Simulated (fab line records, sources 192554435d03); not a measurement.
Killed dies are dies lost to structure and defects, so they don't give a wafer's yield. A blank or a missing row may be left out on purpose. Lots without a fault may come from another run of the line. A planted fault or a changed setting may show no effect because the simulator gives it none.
fab line records | flow n5_finfet | part 1 of 2: steps 1 to 18 of 28
record lots=5 wafers=15 last_day=16
route steps=1938 shown SD_EPI_P@304 SD_ACTIVATION@330
lots that met no fault: from a run of the same line without faults
start_h: hours from the record's first day to the start of the lot's first wafer shown | wait_h: hours since the lot's step before | " the same as in the row above | L1.1+2: a row that stands for several wafers | - no value, or no start given | * or withheld: withheld | < > ~ a bound
route shown NAME@n: a module of which the file shows steps, and the number in the route of the first | usual: mean/standard deviation of fault-free wafers | same: alike in all rows | chamber/n: place in a boat | sites: the reading at each site | _std_site: their standard deviation | _edge_site: outer sites' mean less inner sites' | radius_mm: how far each site lies from the wafer's centre | mask NAME#n: copy n | behind: the tool/chamber that last shaped the wafer | hold: why the lot was held/for how many hours/how that ended | device: the transistor (n, p or np) that didn't switch | end of line: the same wafers' tests at the end of the route | a step without rows: its recipe alone | killed: dies lost to structure and defects at the first sort, not the wafer's yield | map: a wafer's dies, x killed, . not, _ none there
set.NAME: the setting as run; set.NAME@STEP: as run at that earlier step | model.NAME: the simulator's own value behind a step, which no gauge read
lots at some steps of the route; a table a step, a row a wafer
services: from which hour (start_h, from the record's first day; less than 0 if before it) a tool's chamber was out of use, for how many hours, and why
## steps
# step N5_SD_EPI_P_OVL_MEAS_10
# recipe points_per_wafer=44
# usual SD_P_BLK_OVL=0.8/0.94
# columns lot.wafer tool chamber start_h wait_h SD_P_BLK_OVL[nm]
L077.2 overlay-01 0 71.96 0.0 2.9
L077.4 " 0 " " 1.5
L077.6 " 0 " " 2.3
L079.2 overlay-01 0 82.85 0.0 -0.1
L079.4 " 0 " " 0.5
L079.6 " 0 " " 0.2
L082.1 overlay-02 0 106.18 0.0 2.2
L082.4 " 0 " " 1.1
L082.6 " 0 " " -0.1
L085.1 overlay-01 0 122.72 0.0 -0.8
L085.5 " 0 " " -1.4
L085.6 " 0 " " -0.3
L094.1 overlay-02 0 174.70 0.0 -0.4
L094.3 " 0 " " -1.0
L094.4 " 0 " " 1.0
# step N5_SD_EPI_P_INSPECT_11
# recipe mode=adi inspect_instrument=macro
# usual raw_defect_count=2.1/1.6
# columns lot.wafer tool chamber start_h wait_h raw_defect_count
L077.2 defect_inspect-01 - 71.99 0.0 4
L077.4 " - " " 2
L077.6 " - " " 0
L079.2 defect_inspect-01 - 82.87 0.0 1
L079.4 " - " " 0
L079.6 " - " " 1
L082.1 defect_inspect-02 - 106.20 0.0 3
L082.4 " - " " 6
L082.6 " - " " 1
L085.1 defect_inspect-02 - 122.74 0.0 0
L085.5 " - " " 2
L085.6 " - " " 1
L094.1 defect_inspect-01 - 174.72 0.0 1
L094.3 " - " " 5
L094.4 " - " " 4
# step N5_SD_EPI_P_DESCUM_14
# recipe chemistry=O2 time_s=7.9 source_power_w=50 bias_power_w=20 pressure_mtorr=20 rf_frequency_hz=2.712e+07 temp_c=40 resist=CAR-ArF-block o2_flow_sccm=225
# usual drypump_motor_current_A=5.9/0.46 oes_product_au=0.74/0.032 rf_vpp_V=243.0/1.4 showerhead_plenum_p_Torr=2.08/0.084 throttle_valve_pct=20.42/0.17
# columns lot.wafer tool chamber start_h wait_h drypump_motor_current_A oes_product_au rf_hours_counter_h rf_vpp_V showerhead_plenum_p_Torr throttle_valve_pct
L077.2 rie_diel-03 3 72.02 0.0 5.3 0.76 140 242.4 2.01 20.58
L077.4 " 2 " " 5.3 0.75 - 242.0 2.09 20.18
L077.6 " 3 " " 5.3 0.76 - 242.7 2.01 20.57
L079.2 rie_diel-02 0 82.91 0.0 5.1 0.83 72 245.4 2.22 20.30
L079.4 " 1 " " 6.1 0.77 120 241.7 2.01 20.24
L079.6 " 2 " " 6.1 0.74 - 243.8 2.09 20.18
L082.1 rie_diel-02 0 106.24 0.0 5.1 0.83 78 245.0 2.22 20.31
L082.4 " 1 " " 6.1 0.76 127 241.6 2.01 20.25
L082.6 " 2 " " 6.1 0.74 - 243.7 2.09 20.21
L085.1 rie_diel-04 1 122.78 0.0 6.0 0.74 142 244.0 2.18 20.41
L085.5 " 2 " " 5.4 0.76 - 243.2 2.09 20.34
L085.6 " 3 " " 6.0 0.73 - 244.2 2.20 20.50
L094.1 rie_diel-04 3 174.92 0.2 5.9 0.71 176 244.3 2.19 20.53
L094.3 " 0 " " 6.4 0.72 210 241.7 1.96 20.56
L094.4 " 1 " " 6.0 0.72 158 244.8 2.17 20.42
# step N5_SD_EPI_P_ETCH_36
# recipe chemistry=CF4 target=SiARC target_depth_a=455 mask_material=CAR-ArF-block time_s=75.8 ion_energy_ev=80 pressure_mtorr=40 source_w=545 bias_w=36 Ar_flow_sccm=100 cf4_flow_sccm=100 ends=cleared
# usual drypump_motor_current_A=5.9/0.46 etch_rf_on_time_s=75.5/1.4 oes_product_au=0.635/0.027 rf_vpp_V=184.0/1.3 showerhead_plenum_p_Torr=2.13/0.073 throttle_valve_pct=15.65/0.15
# columns lot.wafer tool chamber start_h wait_h drypump_motor_current_A etch_rf_on_time_s oes_product_au rf_hours_counter_h rf_vpp_V showerhead_plenum_p_Torr throttle_valve_pct
L077.2 rie_diel-03 3 72.06 0.0 5.3 74.9 0.655 140 183.2 2.05 15.69
L077.4 " 2 " " 5.3 74.8 0.640 - 181.8 2.14 15.42
L077.6 " 3 " " 5.3 74.8 0.658 - 184.6 2.05 15.67
L079.2 rie_diel-02 0 82.94 0.0 5.1 74.7 0.719 72 185.3 2.26 15.46
L079.4 " 1 " " 6.2 76.4 0.667 120 183.7 2.07 15.49
L079.6 " 2 " " 6.1 77.4 0.645 - 184.8 2.15 15.52
L082.1 rie_diel-02 0 106.27 0.0 5.1 76.2 0.701 78 185.9 2.25 15.49
L082.4 " 1 " " 6.1 76.6 0.663 127 183.6 2.07 15.49
L082.6 " 2 " " 6.2 77.7 0.641 - 184.6 2.15 15.50
L085.1 rie_diel-04 1 122.81 0.0 6.0 74.4 0.634 142 185.2 2.23 15.63
L085.5 " 2 " " 5.4 74.4 0.661 - 182.9 2.15 15.61
L085.6 " 3 " " 6.0 73.5 0.627 - 185.0 2.22 15.60
L094.1 rie_diel-04 3 174.95 0.0 6.0 73.6 0.621 176 184.9 2.22 15.61
L094.3 " 0 " " 6.3 72.6 0.627 210 181.6 2.05 16.02
L094.4 " 1 " " 6.0 73.5 0.628 158 185.2 2.22 15.66
# step N5_SD_EPI_P_ETCH_37
# recipe chemistry=N2/H2 target=SOC overetch_a=1080 mask_material=SiARC temp_c=40 ion_energy_ev=100 source_w=3000 bias_w=133 pressure_mtorr=20 time_s=486 n2_flow_sccm=200 h2_flow_sccm=200 ends=end_point
# usual drypump_motor_current_A=5.9/0.47 h2_flow_sccm=200.0/0.6 oes_product_au=0.663/0.029 rf_vpp_V=240.5/1.5 showerhead_plenum_p_Torr=2.52/0.093 throttle_valve_pct=23.72/0.15
# columns lot.wafer tool chamber start_h wait_h drypump_motor_current_A h2_flow_sccm oes_product_au rf_hours_counter_h rf_vpp_V showerhead_plenum_p_Torr throttle_valve_pct
L077.2 rie_diel-03 3 72.11 0.0 5.3 200.0 0.682 141 239.3 2.42 23.80
L077.4 " 2 " " 5.3 199.4 0.667 - 239.5 2.54 23.87
L077.6 " 3 " " 5.3 199.5 0.681 - 239.4 2.42 23.79
L079.2 rie_diel-02 0 83.00 0.0 5.1 200.9 0.746 72 244.4 2.67 23.62
L079.4 " 1 " " 6.2 199.3 0.700 120 241.7 2.45 23.65
L079.6 " 2 " " 6.2 199.3 0.679 - 240.3 2.54 23.50
L082.1 rie_diel-02 0 106.33 0.0 5.1 200.3 0.737 79 242.4 2.67 23.62
L082.4 " 1 " " 6.2 199.4 0.685 127 239.4 2.45 23.66
L082.6 " 2 " " 6.1 201.6 0.683 - 240.9 2.54 23.51
L085.1 rie_diel-04 1 122.87 0.0 6.0 199.7 0.658 142 242.1 2.65 23.88
L085.5 " 2 " " 5.4 200.1 0.692 - 240.0 2.54 23.57
L085.6 " 3 " " 6.0 201.0 0.650 - 240.9 2.63 23.39
L094.1 rie_diel-04 3 175.01 0.0 6.0 200.6 0.637 176 242.2 2.63 23.41
L094.3 " 0 " " 6.4 200.3 0.642 211 238.5 2.39 23.87
L094.4 " 1 " " 6.0 200.1 0.642 158 241.8 2.64 23.92
# step N5_SD_EPI_P_STRIP_38
# recipe chemistry=N2/H2 temp_c=40 n2_flow_sccm=200 h2_flow_sccm=200 rf_frequency_hz=6e+07
# columns lot.wafer tool chamber start_h wait_h
L077.2+4+6 rie_diel-03 3,2,3 72.43 0.2
L079.2+4+6 rie_diel-02 0,1,2 83.31 0.2
L082.1+4+6 rie_diel-02 0,1,2 106.64 0.2
L085.1+5+6 rie_diel-04 1,2,3 123.18 0.2
L094.1+3+4 rie_diel-04 3,0,1 175.32 0.2
# step N5_SD_EPI_P_ETCHBACK_46
# recipe chemistry=CH3F/O2 mode=anisotropic_etchback target=SiNx target_depth_a=175 stop_on=SiO2 over_etch_frac=0.3 ion_energy_ev=120 pressure_mtorr=30 source_w=395 bias_w=73 Ar_flow_sccm=150 CH3F_flow_sccm=30 O2_flow_sccm=20
# usual drypump_motor_current_A=5.9/0.46 oes_product_au=0.634/0.028 rf_vpp_V=297.7/2.9 showerhead_plenum_p_Torr=1.99/0.071 throttle_valve_pct=16.38/0.17
# columns lot.wafer tool chamber start_h wait_h drypump_motor_current_A oes_product_au rf_hours_counter_h rf_vpp_V showerhead_plenum_p_Torr throttle_valve_pct
L077.2 rie_diel-03 3 72.44 0.0 5.3 0.652 141 296.4 1.92 16.48
L077.4 " 2 " " 5.3 0.642 - 295.8 1.99 16.11
L077.6 " 3 " " 5.3 0.651 - 296.1 1.92 16.48
L079.2 rie_diel-02 0 83.32 0.0 5.1 0.719 72 303.0 2.11 16.19
L079.4 " 1 " " 6.2 0.673 120 296.4 1.93 16.25
L079.6 " 2 " " 6.1 0.656 - 296.4 1.99 16.15
L082.1 rie_diel-02 0 106.65 0.0 5.1 0.708 79 302.9 2.11 16.19
L082.4 " 1 " " 6.2 0.668 127 294.0 1.93 16.23
L082.6 " 2 " " 6.1 0.648 - 296.1 1.99 16.17
L085.1 rie_diel-04 1 123.19 0.0 6.0 0.628 142 295.7 2.09 16.38
L085.5 " 2 " " 5.4 0.656 - 293.2 2.00 16.32
L085.6 " 3 " " 5.9 0.620 - 302.8 2.09 16.38
L094.1 rie_diel-04 3 175.33 0.0 6.0 0.603 176 302.7 2.09 16.39
L094.3 " 0 " " 6.3 0.618 211 300.4 1.90 16.72
L094.4 " 1 " " 6.0 0.616 158 296.4 2.08 16.41
# step N5_SD_EPI_P_ETCH_47
# recipe chemistry=CH3F/O2 target=SiOCN target_depth_a=250 mask_material=SOC ion_energy_ev=60 bias_w=29 pressure_mtorr=30 source_w=410 Ar_flow_sccm=150 CH3F_flow_sccm=30 O2_flow_sccm=20
# usual drypump_motor_current_A=5.9/0.47 oes_product_au=0.74/0.031 rf_vpp_V=127.6/1.5 showerhead_plenum_p_Torr=1.99/0.071 throttle_valve_pct=16.36/0.17
# columns lot.wafer tool chamber start_h wait_h drypump_motor_current_A oes_product_au rf_hours_counter_h rf_vpp_V showerhead_plenum_p_Torr throttle_valve_pct
L077.2 rie_diel-03 3 72.54 0.1 5.3 0.76 141 126.7 1.92 16.47
L077.4 " 2 " " 5.3 0.75 - 127.1 1.99 16.09
L077.6 " 3 " " 5.3 0.76 - 127.2 1.92 16.47
L079.2 rie_diel-02 0 83.42 0.1 5.1 0.83 72 131.0 2.11 16.14
L079.4 " 1 " " 6.2 0.78 120 127.1 1.93 16.20
L079.6 " 2 " " 6.1 0.75 - 128.6 1.99 16.12
L082.1 rie_diel-02 0 106.75 0.1 5.1 0.82 79 129.3 2.11 16.17
L082.4 " 1 " " 6.2 0.77 127 127.1 1.93 16.22
L082.6 " 2 " " 6.1 0.74 - 127.1 1.99 16.13
L085.1 rie_diel-04 1 123.29 0.1 6.0 0.75 142 126.6 2.09 16.38
L085.5 " 2 " " 5.4 0.77 - 126.0 2.00 16.30
L085.6 " 3 " " 5.9 0.73 - 130.4 2.09 16.35
L094.1 rie_diel-04 3 175.43 0.1 5.9 0.72 176 130.1 2.09 16.38
L094.3 " 0 " " 6.3 0.73 211 128.6 1.90 16.69
L094.4 " 1 " " 6.0 0.73 158 125.3 2.08 16.38
# step N5_SD_EPI_P_ETCH_16
# recipe chemistry=CHF3/O2 target=SiO2 target_depth_a=50 mask_material=SOC pressure_mtorr=30 source_w=650 bias_w=170 Ar_flow_sccm=200 CHF3_flow_sccm=50 O2_flow_sccm=5 ion_energy_ev=200
# usual drypump_motor_current_A=5.9/0.46 oes_product_au=0.74/0.031 rf_vpp_V=525/5.3 showerhead_plenum_p_Torr=2.40/0.082 throttle_valve_pct=18.93/0.18
# columns lot.wafer tool chamber start_h wait_h drypump_motor_current_A oes_product_au rf_hours_counter_h rf_vpp_V showerhead_plenum_p_Torr throttle_valve_pct
L077.2 rie_diel-03 3 72.64 0.1 5.3 0.76 141 522 2.32 19.03
L077.4 " 2 " " 5.3 0.75 - 520 2.40 18.64
L077.6 " 3 " " 5.3 0.75 - 521 2.32 19.03
L079.2 rie_diel-02 0 83.52 0.1 5.1 0.84 72 534 2.54 18.77
L079.4 " 1 " " 6.2 0.77 120 521 2.33 18.76
L079.6 " 2 " " 6.2 0.75 - 521 2.40 18.66
L082.1 rie_diel-02 0 106.85 0.1 5.1 0.83 79 534 2.54 18.79
L082.4 " 1 " " 6.1 0.76 127 522 2.33 18.79
L082.6 " 2 " " 6.1 0.74 - 523 2.40 18.68
L085.1 rie_diel-04 1 123.39 0.1 6.0 0.74 142 522 2.51 18.94
L085.5 " 2 " " 5.4 0.77 - 518 2.41 18.87
L085.6 " 3 " " 6.0 0.74 - 535 2.52 18.92
L094.1 rie_diel-04 3 175.53 0.1 6.0 0.71 176 534 2.51 18.95
L094.3 " 0 " " 6.3 0.73 211 532 2.31 19.32
L094.4 " 1 " " 6.0 0.72 158 521 2.50 18.95
# step N5_SD_EPI_P_STRIP_50
# recipe chemistry=CHF3/O2 resist=SiARC rf_frequency_hz=6e+07
# columns lot.wafer tool chamber start_h wait_h
L077.2+4+6 rie_diel-03 3,2,3 72.68 0.0
L079.2+4+6 rie_diel-02 0,1,2 83.56 0.0
L082.1+4+6 rie_diel-02 0,1,2 106.89 0.0
L085.1+5+6 rie_diel-04 1,2,3 123.43 0.0
L094.1+3+4 rie_diel-04 3,0,1 175.57 0.0
# step N5_SD_EPI_P_SD_RECESS_17
# recipe chemistry=HBr/Cl2/O2 target_depth_a=391 bt_time_s=3 pressure_mtorr=10 icp_w=800 bias_w=112 HBr_flow_sccm=150 Cl2_flow_sccm=80 O2_flow_sccm=12
# usual drypump_motor_current_A=5.8/0.51 mfc_cl2_sccm=80.04/0.24 oes_product_au=0.995/0.0099 throttle_valve_pct=37.0/0.34
# columns lot.wafer tool chamber start_h wait_h drypump_motor_current_A mfc_cl2_sccm oes_product_au rf_hours_counter_h throttle_valve_pct
L077.2 rie_si-01 0 72.71 0.0 5.7 79.74 1.006 137 36.8
L077.4 " 0 " " 5.7 79.78 1.012 - 36.8
L077.6 " 3 " " 5.7 80.10 0.985 - 37.3
L079.2 rie_si-01 2 83.59 0.0 6.0 80.08 0.992 55 37.3
L079.4 " 2 " " 6.0 80.01 0.998 - 37.3
L079.6 " 3 " " 5.7 79.92 0.989 - 37.2
L082.1 rie_si-01 3 106.92 0.0 5.7 79.64 0.985 29 37.2
L082.4 " 0 " " 5.7 80.13 1.015 138 36.8
L082.6 " 1 " " 5.5 79.97 0.987 - 36.1
L085.1 rie_si-01 2 123.46 0.0 6.0 79.76 1.001 56 37.3
L085.5 " 3 " " 5.7 80.66 0.982 - 37.3
L085.6 " 2 " " 6.0 80.12 0.991 - 37.2
L094.1 rie_si-01 3 175.60 0.0 5.7 79.62 0.975 30 37.2
L094.3 " 0 " " 5.6 79.81 1.015 139 36.8
L094.4 " 1 " " 5.5 79.70 0.996 1 36.1
# step N5_SD_EPI_P_WET_ETCH_45
# recipe chemistry=dHF dilution=withheld time_s=10.7 target=SiO2 target_depth_a=20 temp_c=25 dry=ipa_marangoni rinse_time_s=30 rinse_temp_c=23
# usual rinse_temp_c=23.00/0.098
# columns lot.wafer tool chamber start_h wait_h rinse_temp_c
L077.2 wet_bench-06 0 72.80 0.1 23.03
L077.4 " 4 " " 22.96
L077.6 " 1 " " 22.97
L079.2 wet_bench-04 7 83.69 0.1 23.03
L079.4 " 6 " " 23.10
L079.6 " 3 " " 23.09
L082.1 wet_bench-06 5 107.02 0.1 23.08
L082.4 " 3 " " 22.89
L082.6 " 6 " " 22.95
L085.1 wet_bench-06 1 123.56 0.1 23.04
L085.5 " 3 " " 23.11
L085.6 " 5 " " 22.91
L094.1 wet_bench-01 2 175.70 0.1 23.14
L094.3 " 3 " " 23.18
L094.4 " 1 " " 23.04
# step N5_SD_EPI_P_STRIP_40
# recipe chemistry=N2/H2 power_w=1000 temp_c=250 h2_frac=0.65 overash_fraction=0.3 pressure_mtorr=withheld n2_flow_sccm=1750 h2_flow_sccm=3250
# usual drypump_motor_current_A=5.9/0.36 h2_flow_sccm=3249/9 heater_power_w=337/25 oes_product_au=0.761/0.01
# columns lot.wafer tool chamber start_h wait_h drypump_motor_current_A h2_flow_sccm heater_power_w oes_product_au rf_hours_counter_h
L077.2 plasma_asher-01 1 72.85 0.0 6.0 3255 299 0.767 83
L077.4 " 0 " " 5.3 3241 371 0.771 -
L077.6 " 1 " " 6.0 3240 301 0.785 -
L079.2 plasma_asher-01 0 83.74 0.0 5.3 3249 376 0.750 85
L079.4 " 1 " " 6.0 3245 290 0.766 -
L079.6 " 0 " " 5.2 3233 364 0.754 -
L082.1 plasma_asher-01 0 107.07 0.0 5.2 3251 366 0.748 89
L082.4 " 1 " " 6.0 3246 292 0.751 -
L082.6 " 0 " " 5.2 3255 368 0.775 -
L085.1 plasma_asher-02 0 123.61 0.0 6.2 3242 346 0.760 48
L085.5 " 1 " " 6.0 3246 326 0.768 -
L085.6 " 0 " " 6.2 3244 347 0.748 -
L094.1 plasma_asher-02 0 175.75 0.0 6.2 3241 358 0.788 57
L094.3 " 1 " " 6.0 3266 334 0.764 -
L094.4 " 0 " " 6.2 3240 352 0.756 -
# step N5_SD_EPI_P_PRECLEAN_52
# recipe chemistry=O3/DIW time_s=60 temp_c=22 o3_ppm=10
# usual bath_heat_duty_pct=2.4/0.46
# columns lot.wafer tool chamber start_h wait_h bath_heat_duty_pct
L077.2 wet_bench-04 5 72.94 - 3.3
L077.4 " 2 " " 2.3
L077.6 " 6 " " 2.4
L079.2 wet_bench-06 5 83.82 - 3.2
L079.4 " 0 " " 1.8
L079.6 " 4 " " 1.8
L082.1 wet_bench-06 3 107.16 - 1.7
L082.4 " 1 " " 2.8
L082.6 " 5 " " 2.2
L085.1 wet_bench-01 0 123.70 - 2.9
L085.5 " 5 " " 2.1
L085.6 " 2 " " 3.1
L094.1 wet_bench-04 4 175.83 - 1.8
L094.3 " 6 " " 2.3
L094.4 " 0 " " 2.7
# step N5_SD_EPI_P_SRD_20
# recipe dry=ipa_marangoni do_ppb=5 time_s=30 temp_c=23 rinse_liquid=diw
# usual bath_heat_duty_pct=3.7/0.51
# columns lot.wafer tool chamber start_h wait_h bath_heat_duty_pct
L077.2 wet_bench-04 5 72.96 0.0 4.5
L077.4 " 2 " " 4.0
L077.6 " 6 " " 3.7
L079.2 wet_bench-06 5 83.84 0.0 3.5
L079.4 " 0 " " 3.6
L079.6 " 4 " " 2.6
L082.1 wet_bench-06 3 107.18 0.0 3.3
L082.4 " 1 " " 4.2
L082.6 " 5 " " 3.8
L085.1 wet_bench-01 0 123.72 0.0 3.7
L085.5 " 5 " " 3.8
L085.6 " 2 " " 3.6
L094.1 wet_bench-04 4 175.85 0.0 3.3
L094.3 " 6 " " 4.6
L094.4 " 0 " " 3.7
# step N5_SD_EPI_P_PRECLEAN_51
# recipe chemistry=NF3:NH3 afs_cycles=1 temp_c=30 time_s=20 sublimation_temp_c=180 sublimation_time_s=60 pressure_torr=3 rf_power_w=30
# columns lot.wafer tool chamber start_h wait_h
L077.2+4+6 epi_rpcvd-03 0 73.04 0.1
L079.2+4+6 epi_rpcvd-02 0 83.92 0.1
L082.1+4+6 epi_rpcvd-01 0 107.22 0.0
L085.1+5+6 epi_rpcvd-03 0 123.76 0.0
L094.1+3+4 epi_rpcvd-02 0 175.90 0.0
# step N5_SD_EPI_P_VAPOR_ETCH_44
# recipe chemistry=NF3/Ar target=SiGe30 temp_c=25 time_s=3.3 mode=isotropic
# columns lot.wafer tool chamber start_h wait_h
L077.2+4+6 epi_rpcvd-03 0 73.22 0.1
L079.2+4+6 epi_rpcvd-02 0 84.10 0.1
L082.1+4+6 epi_rpcvd-01 0 107.40 0.1
L085.1+5+6 epi_rpcvd-03 0 123.94 0.1
L094.1+3+4 epi_rpcvd-02 0 176.08 0.1
# step N5_SD_EPI_P_EPI_21
# recipe material=SiGe:B dopant=B temp_c=550 pressure_torr=20 ambient=H2 time_s=355
# usual lamp_inner_pct=10.2/0.34
# columns lot.wafer tool chamber start_h wait_h lamp_inner_pct
L077.2 epi_rpcvd-03 0 73.73 0.5 9.7
L077.4 " 0 " " 9.9
L077.6 " 0 " " 9.8
L079.2 epi_rpcvd-02 0 84.61 0.5 10.5
L079.4 " 0 " " 10.3
L079.6 " 0 " " 10.5
L082.1 epi_rpcvd-01 0 107.58 0.1 10.0
L082.4 " 0 108.66 1.1 9.9
L082.6 " 0 " " 9.9
L085.1 epi_rpcvd-03 0 124.12 0.1 9.9
L085.5 " 0 125.56 1.5 9.8
L085.6 " 0 " " 9.8
L094.1 epi_rpcvd-02 0 176.26 0.1 10.6
L094.3 " 0 " " 10.6
L094.4 " 0 " " 10.5
